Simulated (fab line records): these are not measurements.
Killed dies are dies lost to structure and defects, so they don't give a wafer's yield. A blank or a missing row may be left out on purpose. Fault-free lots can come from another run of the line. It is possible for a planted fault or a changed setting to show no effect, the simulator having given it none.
Which tool was responsible?    flow nand harc    18 wafers from 6 lots sampled at 5 of the route's 1159 steps

WHAT THE GAUGES READ, wafer by wafer
NHARC_END_SORT_01.
lot   measured      on         killed at other
L688  day 19 22:28  prober-01  0 0 1
L689  day 20 14:55  prober-01  0 0 2
L693  day 21 15:35  prober-02  0 0 1
L698  day 23 03:10  prober-02  1 0 1
L705  day 24 06:12  prober-01  0 1 1
L707  day 24 15:28  prober-01  0 1 1

WHAT TOOL EACH LOT RAN ON (gives the tool, then ch and the chambers of the sampled wafers, and finally the start)
lot   NHARC_A_STAIRCASE_HM_OPEN_463                  NHARC_A_STAIRCASE_ALD_415         NHARC_A_STAIRCASE_DEP_417        NHARC_A_STAIRCASE_EXPOSE_438
L688  rie diel-03 ch 0,2, day 12 09:46 or earlier    ald hk-04 ch 1,2,3, day 12 09:46  pecvd-03 ch 1,2, day 12 12:16    krf scanner-01 ch 0, day 13 23:31
L689  rie diel-01 ch 1,2,3, day 12 19:31 or earlier  ald hk-04 ch 0,2,3, day 12 19:31  pecvd-04 ch 0,1,2, day 12 21:35  krf scanner-03 ch 0, day 14 06:59
L693  rie diel-03 ch 0,1,3, day 14 08:00 or earlier  ald hk-04 ch 0,2,3, day 14 08:00  pecvd-03 ch 0,1,2, day 14 09:55  krf scanner-03 ch 0, day 16 01:37
L698  rie diel-13 ch 0,2, day 15 12:16 or earlier    ald hk-04 ch 2,3, day 15 12:16    pecvd-03 ch 1,2, day 15 14:39    krf scanner-01 ch 0, day 16 22:38
L705  rie diel-13 ch 1,2, day 16 19:59 or earlier    ald hk-02 ch 0,1,3, day 16 19:59  pecvd-03 ch 0,1, day 16 22:23    krf scanner-04 ch 0, day 18 10:20
L707  rie diel-03 ch 0,2, day 17 06:20 or earlier    ald hk-03 ch 0,1,2, day 17 06:20  pecvd-03 ch 1,2, day 17 08:37    krf scanner-03 ch 0, day 18 21:59
- NHARC_A_STAIRCASE_HM_OPEN_463: chemistry O2/COS.
- NHARC_A_STAIRCASE_ALD_415: deposits SiO2, target thk 30 nm, pulse time 6 s, ald cycles 300.
- NHARC_A_STAIRCASE_DEP_417: deposits Si3N4, target thk 60 nm.
- NHARC_A_STAIRCASE_EXPOSE_438: exposes mask STAIR REV.

THE ANSWER, worked out from the rows above alone
Rule: the lots themselves supply what counts as usual. The widest of any qualifying gaps counts: lots, ordered by their means at a reading, are off when they make up no more than a third of the lots, leave a main group of 4 or more, and stand apart from it by 3 or more times the standard deviation of that group's means. A main group whose means are all the same, to the digits that the tables above print for the reading, isn't used. Also off: a lot with no number at a reading for which 4 or more lots have one. All remaining lots with rows at the step are treated as sound.
Nothing can be told from this: no lot is off at any reading shown.

WHAT WAS PUT IN BY THE SIMULATOR
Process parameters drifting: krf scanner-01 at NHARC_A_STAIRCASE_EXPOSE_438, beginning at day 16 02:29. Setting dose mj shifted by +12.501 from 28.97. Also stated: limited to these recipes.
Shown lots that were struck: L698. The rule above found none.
